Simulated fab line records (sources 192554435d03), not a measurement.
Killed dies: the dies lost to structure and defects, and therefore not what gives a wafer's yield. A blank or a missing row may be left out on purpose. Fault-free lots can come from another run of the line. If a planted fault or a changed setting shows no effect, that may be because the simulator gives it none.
fab line records ; flow n5_finfet
record: lots: 7; wafers: 21
route steps=1938 shown SD_EPI_P@295 SD_ACTIVATION@330 HKMG_FIN@422 GATE_CUT@484 MOL_CONTACT_COAG@559
start_h: hours from the record's opening day to when the first of the lot's shown wafers began ; wait_h: hours from the lot's prior step to this one ; " the same as in the row above ; L1.1+2: several wafers, shown together as one row ; - no value, or no start was given ; * or withheld: withheld ; < > ~ a bound
route shown NAME@n: NAME is a module with steps in the file, n the number in the route of the first one ; usual: the fault-free wafers' mean and standard deviation ; same: alike in all rows ; chamber/n: place in a boat ; sites: readings site by site ; _std_site: how widely they spread, as a standard deviation ; _edge_site: outer sites' mean less inner sites' ; radius_mm: how far each site lies from the wafer's centre ; mask NAME#n: copy n ; behind: tool/chamber where the wafer was last shaped ; hold: cause of the lot's hold/its duration in hours/its outcome ; device: names the non-switching transistor (n, p or np) ; end of line: tests of these same wafers at the route's end ; a step with no rows: only its recipe ; killed: dies that structure and defects cost at the first sort, which is not the same as the wafer's yield ; map: a wafer's dies, x killed, . not, _ none there
set.NAME: the run value of the setting; set.NAME@STEP: its run value at that earlier step ; model.NAME: the simulator's own value behind a step, which no gauge read
lots with deliberately changed settings; one table per step, one row per wafer
== steps ==
step: N5_SD_EPI_P_COAT_34
recipe: resist: SOC; temp_c: 250; time_s: 60; spin_rpm: 1500; resist_thk_nm: 350
lot.wafer;tool;chamber;start_h;wait_h;set.spin_rpm;model.SOC_of_SD_EPI_P_COAT_34.thk_nm
L075.1;litho_track-04;0;60.12;0.0;1500;350
L075.4;litho_track-04;0;60.12;0.0;1500;349
L075.5;litho_track-04;0;60.12;0.0;1500;350.4
L077.2;litho_track-04;0;74.36;0.0;1500;350.8
L077.3;litho_track-04;0;74.36;0.0;1500;349.6
L077.5;litho_track-04;0;74.36;0.0;1500;350.4
L078.2;litho_track-03;0;78.65;0.0;1500;349.4
L078.4;litho_track-03;0;78.65;0.0;1500;349.6
L078.5;litho_track-03;0;78.65;0.0;1500;350
L083.2;litho_track-05;0;108.37;0.0;1500;349.4
L083.4;litho_track-05;0;108.37;0.0;1500;350.4
L083.6;litho_track-05;0;108.37;0.0;1457;354
L088.1+5;litho_track-05;0;137.51;0.0;1500;350.8
L088.4;litho_track-05;0;137.51;0.0;1500;350.2
L090.3;litho_track-03;0;149.04;0.0;1500;349.6
L090.5;litho_track-03;0;149.04;0.0;1593;339
L090.6;litho_track-03;0;149.04;0.0;1500;349.2
L092.1;litho_track-03;0;162.05;0.0;1500;350.8
L092.2;litho_track-03;0;162.05;0.0;1500;351.6
L092.5;litho_track-03;0;162.05;0.0;1650;334.6
step: N5_SD_EPI_P_COAT_35
recipe: resist: SiARC; temp_c: 220; time_s: 60; spin_rpm: 1500; resist_thk_nm: 35
step: N5_SD_EPI_P_COAT_03
recipe: resist: CAR-ArF-block; spin_rpm: 1500; resist_thk_nm: 150
step: N5_SD_EPI_P_EPI_21
recipe: material: SiGe:B; dopant: B; temp_c: 550; pressure_torr: 20; ambient: H2; time_s: 355
step: N5_SD_EPI_P_HM_STRIP_48
recipe: chemistry: H3PO4; temp_c: 160; material: SiNx; target: SiNx; target_depth_a: 30; overetch_fraction: 0.3
lot.wafer;tool;chamber;start_h;wait_h;set.temp_c@SD_EPI_N_EPI_21;model.Si-P_of_SD_EPI_N_EPI_21.thk_nm
L075.1;wet_bench-06;5;64.27;0.0;680;58.4
L075.4;wet_bench-06;6;64.27;0.0;684.8;63.4
L075.5;wet_bench-06;1;64.27;0.0;680;57.6
L077.2+3;wet_bench-02;2,7;78.28;0.0;680;57.4
L077.5;wet_bench-02;3;78.28;0.0;680;57.8
L078.2;wet_bench-06;3;83.53;0.0;680;58.8
L078.4;wet_bench-06;6;83.53;0.0;680;59.4
L078.5;wet_bench-06;4;83.53;0.0;680;59.2
L083.2;wet_bench-06;2;113.25;0.0;680;59.2
L083.4;wet_bench-06;0;113.25;0.0;680;58.4
L083.6;wet_bench-06;1;113.25;0.0;680;59
L088.1;wet_bench-01;1;142.43;0.0;680;58.6
L088.4;wet_bench-01;2;142.43;0.0;680;58
L088.5;wet_bench-01;6;142.43;0.0;680;57.6
L090.3;wet_bench-01;4;153.91;0.0;680;58
L090.5;wet_bench-01;2;153.91;0.0;680;57.8
L090.6;wet_bench-01;3;153.91;0.0;683.4;61.4
L092.1;wet_bench-01;2;166.19;0.0;684.2;63.6
L092.2;wet_bench-01;3;166.19;0.0;684.2;62.4
L092.5;wet_bench-01;6;166.19;0.0;680;58.4
step: N5_SD_EPI_P_SRD_49
recipe: dry: ipa_marangoni; time_s: 30; temp_c: 23; rinse_liquid: diw
step: N5_SD_EPI_P_PRECLEAN_24
recipe: chemistry: O3/DIW; time_s: 45; temp_c: 22; o3_ppm: 10
step: N5_SD_ACTIVATION_RTA_00
recipe: temp_c: 975; time_s: 0; ambient: N2; idle_temp_c: 600; ramp_up_c_per_s: 150; ramp_down_c_per_s: 60; cool_to_c: 600
step: N5_SD_ACTIVATION_LSA_01
recipe: temp_c: 1080; time_s: 0.0008; ambient: N2
step: N5_SD_ACTIVATION_RS_MEAS_03
recipe: thk_meas_gauge: four-point-probe
usual: RS_SD_N: 21.90/0.27; RS_SD_P: 56.2/0.86
lot.wafer;tool;chamber;start_h;wait_h;set.temp_c@SD_EPI_N_EPI_21;RS_SD_N[ohm/sq];RS_SD_P[ohm/sq]
L075.1;film_metro-01;-;64.85;0.2;680;21.75;57.2
L075.4;film_metro-01;-;64.85;0.2;684.8;20.28;55.9
L075.5;film_metro-01;-;64.85;0.2;680;22.31;57.2
L077.2;film_metro-01;-;78.89;0.2;680;22.28;54.5
L077.3;film_metro-01;-;78.89;0.2;680;22.32;55.2
L077.5;film_metro-01;-;78.89;0.2;680;21.87;55.9
L078.2;film_metro-02;-;84.12;0.2;680;21.48;54.7
L078.4;film_metro-02;-;84.12;0.2;680;21.33;55.6
L078.5;film_metro-02;-;84.12;0.2;680;21.28;55.8
L083.2;film_metro-02;-;113.84;0.2;680;21.38;57.5
L083.4;film_metro-02;-;113.84;0.2;680;22.02;58.1
L083.6;film_metro-02;-;113.84;0.2;680;21.72;57.4
L088.1;film_metro-01;-;143.18;0.2;680;21.76;55.9
L088.4;film_metro-01;-;143.18;0.2;680;21.90;56.1
L088.5;film_metro-01;-;143.18;0.2;680;22.13;55.9
L090.3;film_metro-01;-;154.53;0.2;680;22.49;55.8
L090.5;film_metro-01;-;154.53;0.2;680;22.30;55.4
L090.6;film_metro-01;-;154.53;0.2;683.4;21.26;56.3
L092.1;film_metro-01;-;166.96;0.2;684.2;20.23;55.8
L092.2;film_metro-01;-;166.96;0.2;684.2;20.47;55.1
L092.5;film_metro-01;-;166.96;0.2;680;21.63;55.7
step: N5_HKMG_FIN_COAT_29
recipe: resist: SOC; temp_c: 250; time_s: 60; spin_rpm: 1500; resist_thk_nm: 300
lot.wafer;tool;chamber;start_h;wait_h;set.spin_rpm;model.SOC_of_HKMG_FIN_COAT_29.thk_nm
L075.1;litho_track-04;0;81.99;0.2;1500;300
L075.4;litho_track-04;0;81.99;0.2;1500;300.6
L075.5;litho_track-04;0;81.99;0.2;1500;299.6
L077.2;litho_track-05;0;94.84;0.2;1434;308.2
L077.3;litho_track-05;0;94.84;0.2;1500;301.6
L077.5;litho_track-05;0;94.84;0.2;1434;307.4
L078.2;litho_track-04;0;100.20;0.2;1500;300.2
L078.4+5;litho_track-04;0;100.20;0.2;1500;300
L083.2;litho_track-05;0;129.50;0.2;1500;301.4
L083.4;litho_track-05;0;129.50;0.2;1500;301.6
L083.6;litho_track-05;0;129.50;0.2;1500;302.4
L088.1;litho_track-04;0;158.71;0.2;1575;292
L088.4;litho_track-04;0;158.71;0.2;1575;291.8
L088.5;litho_track-04;0;158.71;0.2;1500;299
L090.3+5;litho_track-05;0;170.49;0.2;1500;301.6
L090.6;litho_track-05;0;170.49;0.2;1500;300.8
L092.1;litho_track-01;0;182.61;0.2;1348;316.4
L092.2;litho_track-01;0;182.61;0.2;1348;316.8
L092.5;litho_track-01;0;182.61;0.2;1348;317.4
step: N5_HKMG_FIN_COAT_06
recipe: resist: CAR-ArF; spin_rpm: 1500; resist_thk_nm: 90
lot.wafer;tool;chamber;start_h;wait_h;set.spin_rpm;model.CAR-ArF_of_HKMG_FIN_COAT_06.thk_nm
L075.1;litho_track-04;0;-;-;1582;88
L075.4;litho_track-04;0;-;-;1500;89.8
L075.5;litho_track-04;0;-;-;1500;90
L077.2+5;litho_track-05;0;-;-;1500;90
L077.3;litho_track-05;0;-;-;1500;89.8
L078.2+4+5;litho_track-04;0;-;-;1500;90
L083.2+6;litho_track-05;0;-;-;1500;89.6
L083.4;litho_track-05;0;-;-;1361;94.6
L088.1+4;litho_track-04;0;-;-;1500;89.8
L088.5;litho_track-04;0;-;-;1613;86.8
L090.3;litho_track-05;0;-;-;1500;89.8
L090.5+6;litho_track-05;0;-;-;1500;90
L092.1;litho_track-01;0;-;-;1412;93
L092.2;litho_track-01;0;-;-;1412;92.8
L092.5;litho_track-01;0;-;-;1500;90.2
step: N5_HKMG_FIN_EBR_08
recipe: solvent: PGMEA; ebr_width_mm: 1.5
step: N5_HKMG_FIN_SOFTBAKE_07
recipe: temp_c: 110; time_s: 60; resist: CAR-ArF
step: N5_HKMG_FIN_EXPOSE_09
recipe: mask_id: NWFM; na: 1.35; source_shape: conventional; sigma_outer: 0.8; polarization: unpolarized; dose_mj: 39.25
step: N5_HKMG_FIN_PEB_10
recipe: peb_temp_c: withheld; peb_time_s: 60; resist: CAR-ArF
step: N5_HKMG_FIN_DEVELOP_11
recipe: develop_time_s: 30; developer: TMAH; resist: CAR-ArF; dev_temp_c: 23; rinse_liquid: diw; dry: air_spin
lot.wafer;tool;chamber;start_h;wait_h;set.spin_rpm@HKMG_FIN_COAT_06;model.CAR-ArF_of_HKMG_FIN_COAT_06.thk_nm
L075.1;litho_track-04;0;-;-;1582;86.2
L075.4;litho_track-04;0;-;-;1500;88
L075.5;litho_track-04;0;-;-;1500;88.2
L077.2+3+5;litho_track-04;0;-;-;1500;88.2
L078.2+4;litho_track-01;0;-;-;1500;88.2
L078.5;litho_track-01;0;-;-;1500;88.4
L083.2+6;litho_track-01;0;-;-;1500;88
L083.4;litho_track-01;0;-;-;1361;92.8
L088.1+4;litho_track-01;0;-;-;1500;88
L088.5;litho_track-01;0;-;-;1613;85.2
L090.3+6;litho_track-04;0;-;-;1500;88.2
L090.5;litho_track-04;0;-;-;1500;88.4
L092.1;litho_track-01;0;-;-;1412;91.2
L092.2;litho_track-01;0;-;-;1412;91
L092.5;litho_track-01;0;-;-;1500;88.6
step: N5_HKMG_FIN_DESCUM_17
recipe: chemistry: O2; time_s: 7.9; source_power_w: 50; bias_power_w: 20; pressure_mtorr: 20; rf_frequency_hz: 2.712e+07; temp_c: 40; resist: CAR-ArF; o2_flow_sccm: 225
lot.wafer;tool;chamber;start_h;wait_h;set.spin_rpm@HKMG_FIN_COAT_06;model.CAR-ArF_of_HKMG_FIN_COAT_06.thk_nm
L075.1;rie_diel-06;2;82.45;0.0;1582;81.4
L075.4;rie_diel-06;2;82.45;0.0;1500;83.2
L075.5;rie_diel-06;1;82.45;0.0;1500;83.4
L077.2+3+5;rie_diel-01;2,0,1;95.68;0.4;1500;83.4
L078.2+4+5;rie_diel-02;3,2,0;100.66;0.0;1500;83.4
L083.2+6;rie_diel-01;2,0;129.83;0.0;1500;83.2
L083.4;rie_diel-01;2;129.83;0.0;1361;88
L088.1+4;rie_diel-02;0,3;159.16;0.0;1500;83.2
L088.5;rie_diel-02;0;159.16;0.0;1613;80.2
L090.3+6;rie_diel-02;3,0;170.95;0.0;1500;83.4
L090.5;rie_diel-02;1;170.95;0.0;1500;83.6
L092.1;rie_diel-02;1;183.25;0.3;1412;86.4
L092.2;rie_diel-02;0;183.25;0.3;1412;86.2
L092.5;rie_diel-02;2;183.25;0.3;1500;83.6
step: N5_HKMG_FIN_ETCH_31
recipe: chemistry: CF4; target: SiARC; target_depth_a: 455; mask_material: CAR-ArF; time_s: 75.8; ion_energy_ev: 80; pressure_mtorr: 40; source_w: 545; bias_w: 36; Ar_flow_sccm: 100; cf4_flow_sccm: 100; ends: cleared
lot.wafer;tool;chamber;start_h;wait_h;set.spin_rpm@HKMG_FIN_COAT_06;model.CAR-ArF_of_HKMG_FIN_COAT_06.thk_nm
L075.1;rie_diel-06;2;82.48;0.0;1582;48.8
L075.4;rie_diel-06;2;82.48;0.0;1500;50.6
L075.5;rie_diel-06;1;82.48;0.0;1500;50.8
L077.2;rie_diel-01;2;95.71;0.0;1500;50.8
L077.3;rie_diel-01;0;95.71;0.0;1500;50.4
L077.5;rie_diel-01;1;95.71;0.0;1500;50.6
L078.2+4;rie_diel-02;3,2;100.69;0.0;1500;50.8
L078.5;rie_diel-02;0;100.69;0.0;1500;51
L083.2+6;rie_diel-01;2,0;129.86;0.0;1500;50.6
L083.4;rie_diel-01;2;129.86;0.0;1361;55.2
L088.1+4;rie_diel-02;0,3;159.20;0.0;1500;50.4
L088.5;rie_diel-02;0;159.20;0.0;1613;47.6
L090.3+5+6;rie_diel-02;3,1,0;170.98;0.0;1500;50.6
L092.1;rie_diel-02;1;183.29;0.0;1412;54
L092.2;rie_diel-02;0;183.29;0.0;1412;53.6
L092.5;rie_diel-02;2;183.29;0.0;1500;51.2
step: N5_GATE_CUT_EXPOSE_10
recipe: mask_id: GATE_CUT; na: 0.33; source_shape: annular; sigma_inner: 0.35; sigma_outer: 0.8; polarization: unpolarized; target_cd_nm: 20; dose_mj: 43.25
lot.wafer;tool;chamber;start_h;wait_h;mask;set.dose_mj
L075.1+5;euv_scanner-02;0;90.38;-;GATE_CUT#0;43.25
L075.4;euv_scanner-02;0;90.38;-;GATE_CUT#0;45.37
L077.2+3+5;euv_scanner-01;0;103.69;-;GATE_CUT#0;43.25
L078.2+4+5;euv_scanner-01;0;108.63;-;GATE_CUT#0;43.25
L083.2+4+6;euv_scanner-01;0;137.86;-;GATE_CUT#0;43.25
L088.1+4+5;euv_scanner-02;0;167.42;-;GATE_CUT#0;43.25
L090.3+6;euv_scanner-01;0;179.60;-;GATE_CUT#0;43.25
L090.5;euv_scanner-01;0;179.60;-;GATE_CUT#0;46.4
L092.1+2;euv_scanner-01;0;191.14;-;GATE_CUT#0;40.24
L092.5;euv_scanner-01;0;191.14;-;GATE_CUT#0;43.25
step: N5_GATE_CUT_PEB_11
recipe: peb_temp_c: 100; peb_time_s: 60; resist: CAR-EUV
step: N5_GATE_CUT_DEVELOP_12
recipe: develop_time_s: 30; developer: TMAH; resist: CAR-EUV; rinse_liquid: surfactant_rinse; dry: air_spin; dev_temp_c: 23
step: N5_GATE_CUT_CD_MEAS_13
recipe: target_cd_nm: 20; landing_energy_ev: 500; detector: se_inlens
usual: cd_nm: 20.01/0.23
lot.wafer;tool;chamber;start_h;wait_h;set.dose_mj@GATE_CUT_EXPOSE_10;cd_nm
L075.1;cd_sem-01;0;90.51;-;43.25;20.09
L075.4;cd_sem-01;0;90.51;-;45.37;21.09
L075.5;cd_sem-01;0;90.51;-;43.25;20.24
L077.2;cd_sem-02;0;103.82;-;43.25;20.02
L077.3;cd_sem-02;0;103.82;-;43.25;19.83
L077.5;cd_sem-02;0;103.82;-;43.25;19.62
L078.2;cd_sem-03;0;108.75;-;43.25;19.99
L078.4;cd_sem-03;0;108.75;-;43.25;19.89
L078.5;cd_sem-03;0;108.75;-;43.25;20.15
L083.2;cd_sem-02;0;137.99;-;43.25;20.22
L083.4;cd_sem-02;0;137.99;-;43.25;19.90
L083.6;cd_sem-02;0;137.99;-;43.25;19.68
L088.1;cd_sem-01;0;167.55;-;43.25;20.33
L088.4;cd_sem-01;0;167.55;-;43.25;20.06
L088.5;cd_sem-01;0;167.55;-;43.25;19.86
L090.3;cd_sem-02;0;179.72;-;43.25;19.86
L090.5;cd_sem-02;0;179.72;-;46.4;21.53
L090.6;cd_sem-02;0;179.72;-;43.25;19.72
L092.1;cd_sem-03;0;191.27;-;40.24;18.40
L092.2;cd_sem-03;0;191.27;-;40.24;18.06
L092.5;cd_sem-03;0;191.27;-;43.25;20.45
step: N5_GATE_CUT_DESCUM_18
recipe: chemistry: O2; time_s: 7; source_power_w: 50; bias_power_w: 20; pressure_mtorr: 20; rf_frequency_hz: 2.712e+07; temp_c: 40; resist: CAR-EUV; o2_flow_sccm: 225
lot.wafer;tool;chamber;start_h;wait_h;set.dose_mj@GATE_CUT_EXPOSE_10;model.GATE_CUT.cd_nm
L075.1+5;rie_diel-03;2,1;90.99;0.4;43.25;20
L075.4;rie_diel-03;1;90.99;0.4;45.37;21.2
L077.2;rie_diel-03;1;103.99;0.1;43.25;20.2
L077.3;rie_diel-03;3;103.99;0.1;43.25;19.8
L077.5;rie_diel-03;1;103.99;0.1;43.25;20
L078.2+4;rie_diel-04;3,0;108.90;0.1;43.25;20
L078.5;rie_diel-04;0;108.90;0.1;43.25;20.2
L083.2;rie_diel-04;3;138.14;0.1;43.25;20.2
L083.4;rie_diel-04;1;138.14;0.1;43.25;19.6
L083.6;rie_diel-04;1;138.14;0.1;43.25;19.8
L088.1+4;rie_diel-05;2,3;168.14;0.5;43.25;20
L088.5;rie_diel-05;0;168.14;0.5;43.25;19.8
L090.3+6;rie_diel-04;3,0;180.03;0.2;43.25;19.8
L090.5;rie_diel-04;3;180.03;0.2;46.4;21.6
L092.1+2;rie_diel-04;0,1;191.60;0.2;40.24;18.2
L092.5;rie_diel-04;2;191.60;0.2;43.25;20
step: N5_GATE_CUT_ETCH_28
recipe: chemistry: N2/H2; target: underlayer; target_depth_a: 130; mask_material: CAR-EUV; time_s: 10.4; ion_energy_ev: 200; pressure_mtorr: 30; source_w: 840; bias_w: 150; n2_flow_sccm: 200; h2_flow_sccm: 200; ends: cleared
lot.wafer;tool;chamber;start_h;wait_h;set.dose_mj@GATE_CUT_EXPOSE_10;model.GATE_CUT.cd_nm
L075.1;rie_diel-03;2;91.02;0.0;43.25;20.2
L075.4;rie_diel-03;1;91.02;0.0;45.37;21.2
L075.5;rie_diel-03;1;91.02;0.0;43.25;20
L077.2;rie_diel-03;1;104.02;0.0;43.25;20
L077.3+5;rie_diel-03;3,1;104.02;0.0;43.25;19.8
L078.2+5;rie_diel-04;3,0;108.93;0.0;43.25;20.2
L078.4;rie_diel-04;0;108.93;0.0;43.25;20
L083.2;rie_diel-04;3;138.18;0.0;43.25;20.2
L083.4+6;rie_diel-04;1;138.18;0.0;43.25;19.8
L088.1+4;rie_diel-05;2,3;168.18;0.0;43.25;20
L088.5;rie_diel-05;0;168.18;0.0;43.25;19.8
L090.3;rie_diel-04;3;180.06;0.0;43.25;19.8
L090.5;rie_diel-04;3;180.06;0.0;46.4;21.6
L090.6;rie_diel-04;0;180.06;0.0;43.25;20
L092.1;rie_diel-04;0;191.64;0.0;40.24;18.2
L092.2;rie_diel-04;1;191.64;0.0;40.24;18.4
L092.5;rie_diel-04;2;191.64;0.0;43.25;20
step: N5_GATE_CUT_ETCH_36
recipe: chemistry: CF4; target: SiARC; target_depth_a: 130; mask_material: CAR-EUV; time_s: 21.7; ion_energy_ev: 80; pressure_mtorr: 40; source_w: 545; bias_w: 36; Ar_flow_sccm: 100; cf4_flow_sccm: 100; ends: cleared
lot.wafer;tool;chamber;start_h;wait_h;set.cf4_flow_sccm;set.dose_mj@GATE_CUT_EXPOSE_10;model.GATE_CUT.cd_nm
L075.1+5;rie_diel-03;2,1;91.04;0.0;100;43.25;20
L075.4;rie_diel-03;1;91.04;0.0;100;45.37;21
L077.2;rie_diel-03;1;104.04;0.0;116.4;43.25;20
L077.3+5;rie_diel-03;3,1;104.04;0.0;100;43.25;19.8
L078.2+4;rie_diel-04;3,0;108.95;0.0;100;43.25;20
L078.5;rie_diel-04;0;108.95;0.0;100;43.25;20.2
L083.2;rie_diel-04;3;138.20;0.0;100;43.25;20
L083.4;rie_diel-04;1;138.20;0.0;81.13;43.25;19.6
L083.6;rie_diel-04;1;138.20;0.0;81.13;43.25;19.8
L088.1;rie_diel-05;2;168.20;0.0;100;43.25;20
L088.4;rie_diel-05;3;168.20;0.0;118;43.25;20
L088.5;rie_diel-05;0;168.20;0.0;118;43.25;19.8
L090.3;rie_diel-04;3;180.08;0.0;100;43.25;19.8
L090.5;rie_diel-04;3;180.08;0.0;100;46.4;21.4
L090.6;rie_diel-04;0;180.08;0.0;100;43.25;20
L092.1;rie_diel-04;0;191.66;0.0;107;40.24;18.2
L092.2;rie_diel-04;1;191.66;0.0;107;40.24;18.4
L092.5;rie_diel-04;2;191.66;0.0;100;43.25;20
step: N5_GATE_CUT_ETCH_37
recipe: chemistry: N2/H2; target: SOC; target_depth_a: 600; overetch_a: 120; mask_material: SiARC; temp_c: 40; time_s: 90; ion_energy_ev: 200; pressure_mtorr: 30; source_w: 840; bias_w: 150; n2_flow_sccm: 200; h2_flow_sccm: 200
step: N5_GATE_CUT_STRIP_38
recipe: chemistry: N2/H2; temp_c: 40; n2_flow_sccm: 200; h2_flow_sccm: 200; rf_frequency_hz: 6e+07
step: N5_GATE_CUT_CUT_ETCH_54
recipe: chemistry: Cl2/BCl3; target: TiN; mask_material: SiO2; target_depth_a: 967; pressure_mtorr: 10; icp_w: 1000; bias_w: 126; Cl2_flow_sccm: 53.25; bcl3_flow_sccm: 21.75; Ar_flow_sccm: 25; ends: cleared
step: N5_GATE_CUT_CUT_ETCH_55
recipe: chemistry: BCl3; target: HfO2; mask_material: SiO2; target_depth_a: 32; ion_energy_ev: 30; pressure_mtorr: 5; icp_w: 450; bias_w: 18; bcl3_flow_sccm: 80
step: N5_GATE_CUT_ETCH_47
recipe: chemistry: Cl2/BCl3; target: SiO2; target_depth_a: 100; pressure_mtorr: 10; icp_w: 1000; bias_w: 126; Cl2_flow_sccm: 53.25; bcl3_flow_sccm: 21.75; Ar_flow_sccm: 25
lot.wafer;tool;chamber;start_h;wait_h;set.dose_mj@GATE_CUT_EXPOSE_10;model.GATE_CUT.cd_nm
L075.1+5;rie_metal-01;1;91.54;0.0;43.25;20.4
L075.4;rie_metal-01;1;91.54;0.0;45.37;21
L077.2;rie_metal-02;0;104.53;0.0;43.25;20.8
L077.3;rie_metal-02;0;104.53;0.0;43.25;20.2
L077.5;rie_metal-02;0;104.53;0.0;43.25;20.4
L078.2+4;rie_metal-03;0;109.44;0.0;43.25;19.8
L078.5;rie_metal-03;0;109.44;0.0;43.25;19.4
L083.2+6;rie_metal-01;1,0;138.69;0.0;43.25;19.8
L083.4;rie_metal-01;1;138.69;0.0;43.25;19.6
L088.1+5;rie_metal-03;0,1;168.69;0.0;43.25;19.8
L088.4;rie_metal-03;0;168.69;0.0;43.25;19.6
L090.3;rie_metal-03;1;180.58;0.0;43.25;19.4
L090.5;rie_metal-03;1;180.58;0.0;46.4;21.4
L090.6;rie_metal-03;0;180.58;0.0;43.25;19.8
L092.1;rie_metal-01;1;192.14;0.0;40.24;18.4
L092.2;rie_metal-01;0;192.14;0.0;40.24;18.6
L092.5;rie_metal-01;0;192.14;0.0;43.25;20.4
step: N5_MOL_CONTACT_COAG_ALD_27
recipe: material: SiOC; target_thk_a: 170; temp_c: 400; ald_precursor_family: carbosiloxane; ald_co_reactant: H2-plasma; pulse_time_s: 1.5; time_s: 2720; purge_time_s: 2; co_reactant_purge_time_s: 2; ald_cycles: 340; pressure_torr: 2
lot.wafer;tool;chamber;start_h;wait_h;set.ald_cycles;model.SiOC_of_MOL_CONTACT_COAG_ALD_27.thk_nm
L075.1+5;ald_sin-03;2,1;101.78;0.0;360;18.2
L075.4;ald_sin-03;3;101.78;0.0;360;18
L077.2;ald_sin-04;0;115.36;0.0;394;19.6
L077.3;ald_sin-04;2;115.36;0.0;340;17
L077.5;ald_sin-04;1;115.36;0.0;394;19.8
L078.2;ald_sin-04;1;121.54;0.0;340;17.2
L078.4+5;ald_sin-04;0;121.54;0.0;340;17
L083.2+6;ald_sin-01;0;148.86;0.1;340;17
L083.4;ald_sin-01;3;148.86;0.1;289;14.4
L088.1+4;ald_sin-04;3,1;179.89;0.3;340;16.8
L088.5;ald_sin-04;0;179.89;0.3;340;17
L090.3+5+6;ald_sin-01;0,2,3;191.85;0.0;340;17
L092.1+5;ald_sin-03;2,0;202.36;0.0;340;17
L092.2;ald_sin-03;0;202.36;0.0;297;14.8
== key ==
split: step: N5_SD_EPI_P_COAT_34; setting: spin_rpm; stated: 1500; by: wafer
response: step: N5_SD_EPI_P_COAT_34; reading: model.SOC_of_SD_EPI_P_COAT_34.thk_nm; change: -1.65; per: 1%; r: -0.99
split: step: N5_HKMG_FIN_COAT_29; setting: spin_rpm; stated: 1500; by: wafer
response: step: N5_HKMG_FIN_COAT_29; reading: model.SOC_of_HKMG_FIN_COAT_29.thk_nm; change: -1.42; per: 1%; r: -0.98
split: step: N5_HKMG_FIN_COAT_06; setting: spin_rpm; stated: 1500; by: wafer
response: step: N5_HKMG_FIN_COAT_06; reading: model.CAR-ArF_of_HKMG_FIN_COAT_06.thk_nm; change: -0.46; per: 1%; r: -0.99
response: step: N5_HKMG_FIN_DEVELOP_11; reading: model.CAR-ArF_of_HKMG_FIN_COAT_06.thk_nm; change: -0.438; per: 1%; r: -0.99
response: step: N5_HKMG_FIN_DESCUM_17; reading: model.CAR-ArF_of_HKMG_FIN_COAT_06.thk_nm; change: -0.451; per: 1%; r: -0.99
response: step: N5_HKMG_FIN_ETCH_31; reading: model.CAR-ArF_of_HKMG_FIN_COAT_06.thk_nm; change: -0.432; per: 1%; r: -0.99
split: step: N5_GATE_CUT_EXPOSE_10; setting: dose_mj; stated: 43.25; by: wafer
response: step: N5_GATE_CUT_CD_MEAS_13; reading: cd_nm; change: +0.26; per: 1%; r: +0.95
response: step: N5_GATE_CUT_DESCUM_18; reading: model.GATE_CUT.cd_nm; change: +0.251; per: 1%; r: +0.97
response: step: N5_GATE_CUT_ETCH_28; reading: model.GATE_CUT.cd_nm; change: +0.236; per: 1%; r: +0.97
response: step: N5_GATE_CUT_ETCH_36; reading: model.GATE_CUT.cd_nm; change: +0.22; per: 1%; r: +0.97
response: step: N5_GATE_CUT_ETCH_47; reading: model.GATE_CUT.cd_nm; change: +0.233; per: 1%; r: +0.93
split: step: N5_GATE_CUT_ETCH_36; setting: cf4_flow_sccm; stated: 100; by: wafer
response none clear
split: step: N5_MOL_CONTACT_COAG_ALD_27; setting: ald_cycles; stated: 340; by: wafer
response: step: N5_MOL_CONTACT_COAG_ALD_27; reading: model.SiOC_of_MOL_CONTACT_COAG_ALD_27.thk_nm; change: +0.172; per: 1%; r: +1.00
split outside_this_file step=N5_SD_EPI_N_EPI_21 setting=temp_c
split outside_this_file: this setting was split too, and the file shows its column; the key of that split is in another file
